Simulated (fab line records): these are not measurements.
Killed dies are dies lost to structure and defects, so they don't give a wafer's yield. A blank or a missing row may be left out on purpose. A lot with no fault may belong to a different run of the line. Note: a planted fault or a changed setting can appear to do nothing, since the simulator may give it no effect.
Lot-split experiment | flow n5Finfet | 39 wafers read from 7 lots, route of 1938 steps

SPLIT DETAILS
At N5_DUMMY_GATE_ETCH_37 (etches SOC in N2/H2, target depth 60 nm, overetch 30 nm), the setting sourceW was moved away from the recipe's 840 W on 9 of the 39 wafers read, by -10.1% to -8.0%. All remaining wafers had this setting at the recipe value.

The reading comes from the split's own step.

THE READING
rfVppV, in V, at N5_DUMMY_GATE_ETCH_37 (etches SOC in N2/H2, target depth 60 nm, overetch 30 nm). On this fab line, fault-free wafers typically give 524.3 V with a standard deviation of 1.8 V.

wafer  | tool, chamber at the split | sourceW as run, W | against the recipe | rfVppV, V | against lot-mates on the recipe
L074.2 | rieDiel-03, 2              | 840               | recipe             | 526.7     | -
L074.3 | rieDiel-03, 1              | 840               | recipe             | 524.3     | -
L074.6 | rieDiel-03, 1              | 840               | recipe             | 524.6     | -
L082.1 | rieDiel-05, 2              | 840               | recipe             | 522.4     | -
L082.2 | rieDiel-05, 0              | 840               | recipe             | 523.3     | -
L082.3 | rieDiel-05, 3              | 840               | recipe             | 524.4     | -
L082.4 | rieDiel-05, 1              | 840               | recipe             | 523.5     | -
L082.5 | rieDiel-05, 1              | 840               | recipe             | 522.3     | -
L082.6 | rieDiel-05, 2              | 840               | recipe             | 523.6     | -
L088.1 | rieDiel-05, 1              | 840               | recipe             | 521.4     | -
L088.2 | rieDiel-05, 2              | 840               | recipe             | 523.9     | -
L088.3 | rieDiel-05, 0              | 840               | recipe             | 522.6     | -
L088.4 | rieDiel-05, 3              | 840               | recipe             | 523.8     | -
L088.5 | rieDiel-05, 0              | 840               | recipe             | 523.9     | -
L088.6 | rieDiel-05, 1              | 840               | recipe             | 522.4     | -
L090.1 | rieDiel-03, 2              | 840               | recipe             | 527.6     | -
L090.2 | rieDiel-03, 0              | 840               | recipe             | 523.5     | -
L090.3 | rieDiel-03, 1              | 840               | recipe             | 525.4     | -
L090.4 | rieDiel-03, 3              | 840               | recipe             | 523.7     | -
L090.5 | rieDiel-03, 1              | 840               | recipe             | 526.1     | -
L090.6 | rieDiel-03, 2              | 840               | recipe             | 526.7     | -
L092.1 | rieDiel-03, 0              | 840               | recipe             | 524.1     | -
L092.2 | rieDiel-03, 1              | 840               | recipe             | 524.3     | -
L092.3 | rieDiel-03, 2              | 772.6             | -8.0%              | 542.2     | +18.8
L092.4 | rieDiel-03, 0              | 840               | recipe             | 521.8     | -
L092.5 | rieDiel-03, 2              | 772.6             | -8.0%              | 542.1     | +18.7
L092.6 | rieDiel-03, 1              | 772.6             | -8.0%              | 539.3     | +15.9
L093.1 | rieDiel-05, 2              | 768.6             | -8.5%              | 540.4     | +18.4
L093.2 | rieDiel-05, 0              | 840               | recipe             | 523.3     | -
L093.3 | rieDiel-05, 3              | 768.6             | -8.5%              | 540.1     | +18.1
L093.4 | rieDiel-05, 1              | 840               | recipe             | 521.0     | -
L093.5 | rieDiel-05, 1              | 840               | recipe             | 521.8     | -
L093.6 | rieDiel-05, 0              | 768.6             | -8.5%              | 538.8     | +16.8
L096.1 | rieDiel-03, 3              | 755.5             | -10.1%             | 543.2     | +17.1
L096.2 | rieDiel-03, 2              | 840               | recipe             | 527.3     | -
L096.3 | rieDiel-03, 0              | 755.5             | -10.1%             | 541.8     | +15.7
L096.4 | rieDiel-03, 1              | 755.5             | -10.1%             | 544.8     | +18.7
L096.5 | rieDiel-03, 1              | 840               | recipe             | 524.8     | -
L096.6 | rieDiel-03, 2              | 840               | recipe             | 526.2     | -

FIT RESULTS
A straight line over all 39 wafers: rfVppV changes by -1.95 V for each +1% of sourceW; r = -0.98; the points scatter about the line by 1.7 V.
The same after taking each lot's own level away (the mean of its wafers on the recipe; 39 wafers): -1.95 V for each +1%; r = -0.98; scatter 1.5 V.
That fit puts the effect of the largest move of sourceW on the reading at 20 V.
Across the lots, their own levels run from 522.03 to 526.10 V, a range of 2.3 times the standard deviation given above.
So the lot-to-lot level changes the slope little: the two slopes agree.
Check: +20.1 V against its lot-mates is what the line predicts for one of the wafers moved furthest among these (-10.1%) when that wafer is left out of the fit. It came out at +17.1 V against them.
Tool readings at the split's step, against how far the setting was moved: rfVppV r = -0.98.

THESE WAFERS: OTHER SPLITS
Before the reading, these wafers also passed through other splits. Each is held against what the fit with the lots' levels taken away leaves over:
other split on the same wafers      | wafers away from the commonest value | r with rfVppV (lot level and that fit taken away)
N5_FIN_SAQP_ALD_61 aldCycles        | 18                                   | -0.39
N5_FIN_CUT_CUT_ETCH_15 targetDepthA | 18                                   | +0.02
N5_DUMMY_GATE_ALD_02 targetThkA     | 15                                   | -0.37

THE FILE'S OWN FIT
rfVppV changes by -1.96 V for each +1% of sourceW, r = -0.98.
